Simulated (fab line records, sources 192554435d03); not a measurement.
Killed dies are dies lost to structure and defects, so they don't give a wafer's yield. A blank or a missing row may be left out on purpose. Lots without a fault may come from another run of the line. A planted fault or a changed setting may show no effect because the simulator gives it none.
A struck lot beside a sound one | flow n5_finfet | 18 steps out of a route of 1938
Sound: wafers L174.1, L174.3, L174.6. Struck: wafer L186.5. (L186.1 of the same lot was not struck and is left out.) The cause comes at the end.
At each step with rows: each side's tool, then ch and its chambers, then its first start. Under that, the readings that differ: sound wafers | struck wafers | difference of the means | sigmas: that difference in standard deviations of wafers without a fault.
alike: readings whose means differ by less than 2 such deviations, and words and numbers that are the same on both sides. not compared: withheld readings, readings that some wafer has no value for, bounds like >300 that may hide the same value, and numbers for which the record gives no deviation and whose values overlap.
The two part at a step that has a row with sigmas, a row that says differs or no value, or rows on one side only. Numbers that don't overlap but have no deviation are shown without sigmas and don't part them. A reading that every wafer of one side lacks parts them only if that side has two wafers or more.

first, 7 steps without rows for these wafers: N5_BEOL_M0_SAQP_COAT_82 (time 60 s, resist thk 30 nm); N5_BEOL_M0_SAQP_COAT_08 (resist thk 90 nm); N5_BEOL_M0_SAQP_EBR_10; N5_BEOL_M0_SAQP_SOFTBAKE_09 (time 60 s); N5_BEOL_M0_SAQP_EXPOSE_11 (exposes mask M0 CORE, target cd 42 nm); N5_BEOL_M0_SAQP_PEB_12 (peb time 60 s); N5_BEOL_M0_SAQP_DEVELOP_13 (develop time 30 s).
N5_BEOL_M0_SAQP_CD_MEAS_14: target cd 42.5 nm.
  sound on cd_sem-02 ch 0, day 6 14:25; struck on cd_sem-03 ch 0, day 9 12:21
  alike: cd_nm
N5_BEOL_M0_SAQP_OVL_MEAS_15:
  sound on overlay-01 ch 0, day 6 14:27; struck on overlay-02 ch 0, day 9 12:23
  reading          | sound       | struck | difference | sigmas
  M0_CORE_OVL (nm) | 2.1 1.7 0.6 | -1.0   | -2.5       | -3
N5_BEOL_M0_SAQP_INSPECT_16: inspects for defects (brightfield).
  sound on defect_inspect-02, day 6 14:28; struck on defect_inspect-02, day 9 12:24
  reading          | sound       | struck | difference | sigmas
  raw_defect_count | 650 515 709 | 226    | -399       | -2
N5_BEOL_M0_SAQP_DESCUM_19: chemistry O2, time 7.9 s.
  sound on rie_diel-06 ch 0,2, day 6 14:46; struck on rie_diel-06 ch 1, day 9 12:26
  reading                | sound             | struck | difference | sigmas
  throttle_valve_pct (%) | 20.58 20.37 20.38 | 19.77  | -0.67      | -2
  alike: drypump_motor_current_A, oes_product_au, rf_vpp_V, showerhead_plenum_p_Torr
  not compared: rf_hours_counter_h
N5_BEOL_M0_SAQP_ETCH_83: etches SiARC in CF4, target depth 39 nm, time 65 s.
  sound on rie_diel-06 ch 0,2, day 6 14:47; struck on rie_diel-06 ch 1, day 9 12:28
  reading                | sound             | struck | difference | sigmas
  throttle_valve_pct (%) | 15.96 15.54 15.52 | 15.08  | -0.59      | -2
  alike: drypump_motor_current_A, etch_rf_on_time_s, oes_product_au, rf_vpp_V, showerhead_plenum_p_Torr
  not compared: rf_hours_counter_h
N5_BEOL_M0_SAQP_ETCH_84: etches SOC in N2/H2, target depth 100 nm, overetch 20 nm, time 150 s.
  sound on rie_diel-06 ch 0,2, day 6 14:50; struck on rie_diel-06 ch 1, day 9 12:31
  reading                                         | sound             | struck | difference | sigmas
  run_length_s (s)                                | 172.9 173.1 172.8 | 183.6  | +10.7      | +24
  model.SiARC_of_BEOL_M0_SAQP_COAT_82.thk_nm (nm) | 24.4 24.6 24.6    | 24     | -1         |
  alike: drypump_motor_current_A, oes_product_au, rf_vpp_V, showerhead_plenum_p_Torr, throttle_valve_pct
  not compared: rf_hours_counter_h
then, 1 step without rows for these wafers: N5_BEOL_M0_SAQP_STRIP_80 (strips in N2/H2).
N5_BEOL_M0_SAQP_HM_OPEN_112: chemistry CHF3/O2, target SiO2, stops on a-Si, target depth 12 nm, time 13.5 s.
  sound on rie_diel-06 ch 0,2, day 6 14:57; struck on rie_diel-06 ch 1, day 9 12:38
  reading                  | sound             | struck | difference | sigmas
  model.etch.depth_nm (nm) | 11.88 12.04 12.04 | 11.49  | -0.50      |
  alike: drypump_motor_current_A, oes_product_au, rf_vpp_V, showerhead_plenum_p_Torr, throttle_valve_pct
  not compared: rf_hours_counter_h
then, 1 step without rows for these wafers: N5_BEOL_M0_SAQP_STRIP_113 (strips in CHF3/O2).
-- the record jumps here: 2 days lie between the struck wafers' starts before and after (it left off in module BEOL_M0_SAQP and takes up again in module BEOL_M4, whose first step shown is number 1111 of the route) --
N5_BEOL_M4_RC_MEAS_101:
  sound on prober-02 ch 0, day 9 03:23; struck on prober-01 ch 0, day 11 12:51
  reading       | sound          | struck | difference | sigmas
  SS_P (mV/dec) | 74.1 73.2 73.5 | 72.2   | -1.4       | -2
  alike: DIBL_N, DIBL_P, IOFF_N, IOFF_P, ION_N, ION_P, SS_N, VT_N, VT_P
then, 1 step without rows for these wafers: N5_PASSIVATION_PROBE_49.

WHERE THEY PART
First at N5_BEOL_M0_SAQP_OVL_MEAS_15; last, within this record, at N5_BEOL_M4_RC_MEAS_101.

WHY: what the simulator had put in
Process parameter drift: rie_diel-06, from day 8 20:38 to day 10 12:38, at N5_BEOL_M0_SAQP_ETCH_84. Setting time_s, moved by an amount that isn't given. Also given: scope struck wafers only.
